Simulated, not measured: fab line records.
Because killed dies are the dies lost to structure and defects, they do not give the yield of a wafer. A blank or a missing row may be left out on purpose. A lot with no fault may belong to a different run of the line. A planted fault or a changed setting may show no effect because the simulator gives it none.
fab line records	flow nandHarc
record: lots: 12	wafers: 36	lastDay: 33
route steps=1302 shown A_CHANNEL_FILL_D2@615 END@1302
lots with no fault: from the same line, run without faults
startH: start of the lot's first displayed wafer, in hours after the record's first day	waitH: hours elapsed since this lot's preceding step	" same as the row above	L1.1+2: a single row standing in for several wafers	- either no value or no given start	* or withheld: withheld	< > ~ a bound
route shown NAME@n: names a module that has steps shown in the file, with the first one's number in the route	usual: the fault-free wafers' mean and standard deviation	same: alike in all rows	chamber/n: place in a boat	sites: the reading at each site	_std_site: the standard deviation of these	_edge_site: inner sites' mean taken away from outer sites' mean	radiusMm: for every site, how far away it sits from the centre of the wafer	mask NAME#n: copy n	behind: tool/chamber where the wafer was last shaped	hold: why the lot went on hold/how many hours it stayed there/how the hold came to an end	device: the transistor (n, p or np) that didn't switch	end of line: at the end of the route, the tests of the same wafers	a step given without rows: its recipe and nothing more	killed: dies lost to structure and defects at the first sort, not the wafer's yield	map: per-die view of a wafer (x killed, . not killed, _ where there is no die)
set.NAME: the setting the step ran with; set.NAME@STEP: the setting that earlier step ran with	model.NAME: the simulator's own value behind a step, which no gauge read
route steps across a sampled set of lots; one table per step, one row per wafer
services: a tool's chamber out of use, with start hour (startH, from the record's first day; less than 0 if before it), hours out, and reason
== steps ==
step: NHARC_A_CHANNEL_FILL_D2_ALD_15
recipe: targetThkA: 20	pulseTimeS: 60	aldCycles: 19	tempC: 630	pressureTorr: 2	material: SiNx
usual: aldCycles: 19/0	precursorPulseHeightRel: 0.997/0.02
lot.wafer	tool	chamber	startH	waitH	aldCycles	precursorPulseHeightRel
L904.2	aldSinBatch-02	0	309.93	-	19	0.961
L904.5	"	0	"	"	19	1.011
L904.6	"	0	"	"	19	1.000
L905.3	aldSinBatch-02	0	309.93	-	19	1.015
L905.4	"	0	"	"	19	0.988
L905.6	"	0	"	"	19	0.985
L906.3	aldSinBatch-02	0	338.63	-	19	0.967
L906.4	"	0	"	"	19	0.995
L906.6	"	0	"	"	19	1.003
L908.1	aldSinBatch-03	0	347.27	-	19	1.024
L908.4	"	0	"	"	19	0.993
L908.5	"	0	"	"	19	0.985
L910.3	aldSinBatch-02	0	359.06	-	19	1.018
L910.5	"	0	"	"	19	0.988
L910.6	"	0	"	"	19	0.990
L911.2	aldSinBatch-01	0	379.51	-	19	1.010
L911.3	"	0	"	"	19	0.978
L911.5	"	0	"	"	19	0.989
L912.1	aldSinBatch-01	0	389.82	-	19	0.981
L912.4	"	0	"	"	19	1.006
L912.6	"	0	"	"	19	0.982
L913.1	aldSinBatch-01	0	412.44	-	20	1.013
L913.5	"	0	"	"	20	0.982
L913.6	"	0	"	"	20	1.004
L914.1	aldSinBatch-01	0	416.28	-	20	1.000
L914.3	"	0	"	"	20	1.011
L914.5	"	0	"	"	20	0.977
L924.4	aldSinBatch-02	0	521.26	-	19	0.975
L924.5	"	0	"	"	19	1.009
L924.6	"	0	"	"	19	0.982
L925.2	aldSinBatch-03	0	529.45	-	19	0.996
L925.3	"	0	"	"	19	1.002
L925.6	"	0	"	"	19	0.960
L927.3	aldSinBatch-03	0	539.97	-	19	0.986
L927.4	"	0	"	"	19	0.989
L927.6	"	0	"	"	19	0.981
step: NHARC_A_CHANNEL_FILL_D2_ALD_16
recipe: targetThkA: 15	pulseTimeS: 10	aldCycles: 15	tempC: 300	material: SiO2
usual: aldCycles: 15/0	heaterPowerW: 455/41	precursorPulseHeightRel: 0.999/0.021
lot.wafer	tool	chamber	startH	waitH	aldCycles	heaterPowerW	precursorPulseHeightRel
L905.3	aldHk-03	0	312.02	0.1	15	480	0.976
L905.4	"	2	"	"	15	460	0.988
L905.6	"	3	"	"	15	374	0.996
L904.2	aldHk-04	1	312.08	0.1	15	450	0.970
L904.5	"	2	"	"	15	455	1.005
L904.6	"	3	"	"	15	476	1.008
L906.3	aldHk-01	1	340.73	0.1	15	493	1.022
L906.4	"	2	"	"	15	441	0.963
L906.6	"	0	"	"	15	438	1.006
L908.4	aldHk-01	0	349.32	0.0	15	437	1.015
L908.1	"	1	"	"	15	494	0.988
L908.5	"	1	"	"	15	500	0.973
L910.3	aldHk-03	0	361.09	0.1	15	469	1.029
L910.6	"	3	"	"	15	370	1.038
L910.5	"	0	"	"	15	474	1.026
L911.2	aldHk-04	1	381.58	0.1	15	450	0.982
L911.3	"	3	"	"	15	477	0.970
L911.5	"	0	"	"	15	464	1.007
L912.1	aldHk-04	1	391.94	0.1	15	451	0.989
L912.4	"	2	"	"	15	459	1.014
L912.6	"	3	"	"	15	497	0.976
L913.1	aldHk-01	3	414.54	0.1	15	396	0.993
L913.6	"	2	"	"	15	435	0.979
L913.5	"	3	"	"	15	402	1.016
L914.1	aldHk-04	0	418.68	0.4	15	481	1.013
L914.3	"	1	"	"	15	444	0.965
L914.5	"	0	"	"	15	475	1.005
L924.4	aldHk-01	1	523.35	0.1	15	510	1.042
L924.5	"	3	"	"	15	384	0.985
L924.6	"	0	"	"	15	430	0.989
L925.2	aldHk-01	2	531.55	0.1	15	453	0.979
L925.3	"	3	"	"	15	403	0.987
L925.6	"	0	"	"	15	438	0.994
L927.3	aldHk-03	0	542.05	0.0	15	484	0.980
L927.4	"	3	"	"	15	380	0.976
L927.6	"	0	"	"	15	492	0.977
step: NHARC_A_CHANNEL_FILL_D2_ALD_25
recipe: targetThkA: 600	pulseTimeS: 10	aldCycles: 600	tempC: 300	material: SiOx
usual: aldCycles: 600/0	heaterPowerW: 453/42	precursorPulseHeightRel: 1.005/0.021
lot.wafer	tool	chamber	startH	waitH	aldCycles	heaterPowerW	precursorPulseHeightRel
L904.2	aldHk-03	1	337.33	1.9	600	498	1.003
L904.5	"	2	"	"	600	454	1.032
L904.6	"	3	"	"	600	379	1.016
L905.3	aldHk-04	2	337.89	2.5	600	447	1.007
L905.4	"	0	342.73	7.3	600	481	1.008
L905.6	"	2	347.57	12.2	600	432	0.945
L906.4	aldHk-03	3	365.27	0.7	600	387	1.017
L906.3	"	1	366.50	1.9	600	500	1.061
L906.6	"	2	"	"	600	459	1.004
L908.1	aldHk-04	2	373.38	0.7	600	449	0.963
L908.4	"	3	"	"	600	475	1.006
L908.5	"	2	375.85	3.1	600	446	1.017
L910.3	aldHk-04	0	384.96	0.7	600	471	1.017
L910.5	"	3	386.81	2.5	600	480	1.007
L910.6	"	0	"	"	600	484	1.021
L911.2	aldHk-03	1	405.56	0.1	600	520	1.037
L911.3	"	2	"	"	600	474	0.991
L911.5	"	1	408.06	2.6	600	501	1.003
L912.1	aldHk-01	0	417.75	0.1	600	433	1.004
L912.4	"	3	419.59	1.9	600	404	1.001
L912.6	"	1	420.82	3.1	600	494	0.991
L913.1	aldHk-01	1	439.13	0.1	600	504	0.995
L913.6	"	1	441.58	2.5	600	504	1.016
L913.5	"	2	"	"	600	440	1.004
L914.1	aldHk-03	2	444.47	0.7	600	484	0.974
L914.3	"	3	"	"	600	370	0.988
L914.5	"	1	446.30	2.5	600	521	1.016
L924.4	aldHk-01	2	547.61	0.1	600	441	1.015
L924.6	"	2	550.02	2.5	600	446	1.011
L924.5	"	3	"	"	600	396	1.020
L925.3	aldHk-01	1	556.06	0.7	600	510	1.023
L925.2	"	2	"	"	600	456	1.043
L925.6	"	0	557.88	2.5	600	439	1.009
L927.4	aldHk-04	1	568.16	0.7	600	469	1.035
L927.3	"	3	569.39	1.9	600	483	1.020
L927.6	"	1	570.61	3.1	600	459	1.023
step: NHARC_A_CHANNEL_FILL_D2_STRIP_29
recipe: timeS: 20	o2FlowSccm: 500	arFlowSccm: 0	biasW: 0	chemistry: O2
usual: drypumpMotorCurrentA: 5.8/0.41	oesProductAu: 1.002/0.01	rfVppV: 58.0/0.84	showerheadPlenumPTorr: 3.60/0.14	throttleValvePct: 17.036/0.0087
lot.wafer	tool	chamber	startH	waitH	drypumpMotorCurrentA	oesProductAu	rfHoursCounterH	rfVppV	showerheadPlenumPTorr	throttleValvePct
L904.2	rieDiel-11	0	-	-	6.4	0.986	1	56.3	3.76	17.039
L904.5	"	3	"	"	5.6	1.014	-	58.4	3.75	17.022
L904.6	"	0	"	"	6.4	0.998	-	58.2	3.76	17.030
L905.3	rieDiel-10	0	-	-	6.2	1.017	3	57.4	3.40	17.035
L905.4	"	2	"	"	5.0	0.999	3	58.5	3.57	17.024
L905.6	"	0	"	"	6.2	1.006	-	57.3	3.40	17.032
L906.3	rieDiel-11	1	370.38	0.1	6.2	0.993	3	58.0	3.55	17.028
L906.4	"	1	"	"	6.2	1.001	-	57.7	3.55	17.046
L906.6	"	3	"	"	5.6	1.004	-	58.2	3.75	17.031
L908.1	rieDiel-10	2	-	-	5.0	1.000	3	59.4	3.57	17.041
L908.4	"	0	"	"	6.3	1.014	3	57.5	3.40	17.029
L908.5	"	3	"	"	5.2	0.988	-	57.3	3.62	17.036
L910.3	rieDiel-11	0	390.08	0.1	6.4	1.005	3	59.2	3.76	17.039
L910.5	"	0	"	"	6.4	1.000	-	58.3	3.76	17.036
L910.6	"	1	"	"	6.1	0.991	-	59.8	3.55	17.031
L911.2	rieDiel-03	1	411.35	0.1	5.8	0.977	21	57.6	3.58	17.049
L911.3	"	3	"	"	5.7	1.001	20	58.7	3.29	17.035
L911.5	"	1	"	"	5.8	0.978	-	56.6	3.58	17.044
L912.4	rieDiel-03	2	-	-	6.0	1.006	19	57.5	3.57	17.023
L912.1	"	0	"	"	6.0	1.006	23	57.4	3.28	17.045
L912.6	"	1	"	"	5.8	0.989	-	58.1	3.58	17.041
L913.1	rieDiel-03	2	444.85	0.2	6.0	0.989	22	58.3	3.57	17.031
L913.5	"	2	"	"	6.0	0.991	-	56.8	3.57	17.025
L913.6	"	3	"	"	5.7	1.005	-	55.6	3.29	17.034
L914.1	rieDiel-10	1	-	-	5.8	1.016	1	57.9	3.67	17.025
L914.3	"	2	"	"	5.1	1.000	1	57.5	3.57	17.042
L914.5	"	1	"	"	5.8	1.024	-	59.3	3.67	17.044
L924.4	rieDiel-11	3	-	-	5.6	1.018	3	59.0	3.74	17.033
L924.5	"	0	"	"	6.5	1.005	-	58.6	3.76	17.032
L924.6	"	1	"	"	6.2	1.021	-	57.3	3.55	17.038
L925.2	rieDiel-11	2	-	-	5.7	1.007	3	58.5	3.74	17.045
L925.3	"	3	"	"	5.6	1.013	3	58.7	3.74	17.032
L925.6	"	0	"	"	6.4	1.013	-	58.4	3.76	17.043
L927.3	rieDiel-10	0	-	-	6.2	1.005	4	58.2	3.40	17.049
L927.4	"	1	"	"	5.8	0.987	4	57.3	3.66	17.030
L927.6	"	0	"	"	6.3	1.018	-	56.5	3.40	17.023
step: NHARC_END_SORT_01
recipe: tempC: 25
usual: killedAtArray: 51/18	killedAtOther: 1.0/1.2	killedAtPeriphery: 3.7/2.9	killedDies: 55/19	killedOpen: 3.5/1.9	killedShort: 2.6/1.6
same: grossDies: 677
lot.wafer	tool	chamber	startH	waitH	killedAtArray	killedAtOther	killedAtPeriphery	killedDies	killedOpen	killedShort
L912.1	prober-01	0	629.92	2.5	60	0	1	61	3	4
L912.4	prober-01	0	632.29	3.4	62	0	4	66	5	6
L912.6	prober-01	0	633.87	4.0	73	0	1	74	5	3
killed by level:class
L912.1 A_CHANNEL_HOLE_D1:chamberFilmFlake=29 A_CHANNEL_HOLE_D2:chamberFilmFlake=17 A_WL_FILL:geometricParticle:short=2 A_SLIT:chamberFilmFlake=2 A_STAIRCASE:chamberFilmFlake=2 A_CONTACT:chamberFilmFlake=2 P_CONTACT:geometricParticle:open=1 A_CHANNEL_HOLE_D1:geometricParticle:open=1
L912.4 A_CHANNEL_HOLE_D1:chamberFilmFlake=25 A_CHANNEL_HOLE_D2:chamberFilmFlake=23 A_DECK1_JOINT:geometricParticle:open=2 A_ONON_D2:geometricParticle:short=2 A_CHANNEL_FILL_D1:chamberFilmFlake=2 A_STAIRCASE:chamberFilmFlake=2 P_GATE:geometricParticle:short=1 P_CONTACT:geometricParticle:open=1
L912.6 A_CHANNEL_HOLE_D1:chamberFilmFlake=32 A_CHANNEL_HOLE_D2:chamberFilmFlake=21 A_WL_FILL:chamberFilmFlake=7 A_CONTACT:chamberFilmFlake=4 A_WL_FILL:geometricParticle:open=2 A_CHANNEL_FILL_D1:chamberFilmFlake=2 P_M0:geometricParticle:short=1 A_DECK1_JOINT:geometricParticle:short=1
== services ==
tool	chamber	startH	hours	kind
aldHk-01	-	296.55	10.0	pm
aldHk-01	0	296.55	10.0	ventCycle
aldHk-01	1	296.55	10.0	ventCycle
aldHk-01	2	296.55	10.0	ventCycle
aldHk-01	3	296.55	10.0	ventCycle
aldHk-01	0	306.55	-	clean
aldHk-01	1	306.55	-	clean
aldHk-01	2	306.55	-	clean
rieDiel-11	2	364.01	38.6	repair
aldHk-03	-	391.64	10.0	pm
rieDiel-03	2	408.95	9.7	repair
rieDiel-10	-	419.50	9.0	pm
rieDiel-11	-	432.50	9.0	pm
aldHk-03	-	434.75	0.6	repair
rieDiel-03	0	443.78	4.8	repair
rieDiel-03	-	445.47	0.8	repair
rieDiel-03	0	450.98	7.5	repair
rieDiel-11	0	454.71	8.3	repair
rieDiel-03	-	458.39	9.0	pm
aldSinBatch-01	-	464.82	4.6	repair
aldSinBatch-01	-	508.45	26.0	pm
aldSinBatch-03	-	515.81	6.6	repair
rieDiel-11	2	529.20	7.6	repair
aldHk-04	-	563.04	3.4	repair
== key ==
firstSign: step: NHARC_A_CHANNEL_FILL_D2_ALD_15	reading: aldCycles	direction: up	sigmas: 99+	usual: 19	struck: 20
effect none on later readings
metAt NHARC_A_CHANNEL_FILL_D2_ALD_15
struckLots L913,L914
testerLeftOut L913,L914
notActingAt NHARC_A_CHANNEL_FILL_D2_ALD_16,NHARC_A_CHANNEL_FILL_D2_ALD_25,NHARC_A_CHANNEL_FILL_D2_STRIP_29
fault: kind: processParameterDrift	tool: aldSinBatch-01	chamber: -	onsetH: 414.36	steps: NHARC_A_CHANNEL_FILL_D2_ALD_15	channel: aldCycles	offset: 1	shape: step	endH: 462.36	actsIn: theseRecipesOnly	stated: 19
testerLeftOut: of these lots the tester's yield and bins aren't shown, on N5 and GAA mostly nor the transistor test; their killed dies are dies lost to structure and defects alone, not to doping, threshold or leakage, so they don't give the yield
